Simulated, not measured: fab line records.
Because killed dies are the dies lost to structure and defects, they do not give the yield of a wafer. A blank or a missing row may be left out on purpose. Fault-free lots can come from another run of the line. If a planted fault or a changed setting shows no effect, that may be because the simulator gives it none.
Chamber matching -- flow nand-harc -- rie-diel-02 running NHARC_A_STAIRCASE_ETCHBACK_422: 4 sister chambers
The step etches the open film in CH3F/O2, target depth 40 nm, time 74.286 s. 16 wafers are shown with their chamber, then 8 later ones without.

WAFERS WITH THEIR CHAMBER
wafer,chamber,showerhead-plenum-p-Torr (Torr),rf-vpp-V (V),oes-product-au (a.u.)
L655.3,3,2.43,245.6,1.00
L655.4,1,2.37,243.5,1.00
L655.6,3,2.43,244.6,1.00
L667.2,2,2.30,241.8,0.91
L667.4,3,2.41,244.9,0.91
L667.6,0,2.64,247.5,0.92
L672.2,3,2.40,242.9,0.98
L672.4,0,2.63,246.8,0.98
L672.5,3,2.40,243.8,0.99
L673.1,1,2.35,241.9,1.01
L673.3,3,2.40,243.8,1.01
L673.6,1,2.35,243.4,1.01
L675.1,3,2.40,243.3,0.92
L675.2,0,2.63,247.1,0.94
L675.4,1,2.34,242.5,0.93
L674.1,0,2.63,245.8,0.93

SIGNATURES (averages over the wafers above)
reading,chamber 0,chamber 1,chamber 2,chamber 3,scatter within a chamber
showerhead-plenum-p-Torr,2.6325,2.3525,2.3000,2.4100,0.0121
rf-vpp-V,246.800,242.825,241.800,244.129,0.853
oes-product-au,0.9425,0.9875,0.9100,0.9729,0.0371
Rule: for a wafer and a chamber, the distance is found by dividing, reading by reading, the gap between the wafer's reading and the chamber's mean by the reading's scatter, squaring, summing and taking the root. If the next closest chamber is less than 2 further off than the closest, the wafer can't be placed; otherwise it belongs to the closest. The scatter: the root of (the sum of the squares of (reading less its chamber's mean) over the shown wafers, divided by (wafers less chambers)).

WAFERS MISSING THEIR CHAMBER
wafer,showerhead-plenum-p-Torr (Torr),rf-vpp-V (V),oes-product-au (a.u.)
L674.4,2.40,243.8,0.92
L674.6,2.34,242.1,0.93
L676.1,2.63,247.0,0.93
L676.3,2.40,243.3,0.93
L676.5,2.34,240.7,0.93
L678.1,2.34,242.3,1.00
L678.4,2.29,242.8,0.98
L678.5,2.40,243.7,1.00

EACH ONE'S CHAMBER
wafer,from the rows above,in truth
L674.4,3,3
L674.6,can't be placed: 1 or 2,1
L676.1,0,0
L676.3,3,3
L676.5,can't be placed: 1 or 2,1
L678.1,1,1
L678.4,2,2
L678.5,3,3
6 of 8 placed correctly. Can't be placed from these rows: 2 (the true chamber is among the candidates in 2). Wrongly placed: 0.
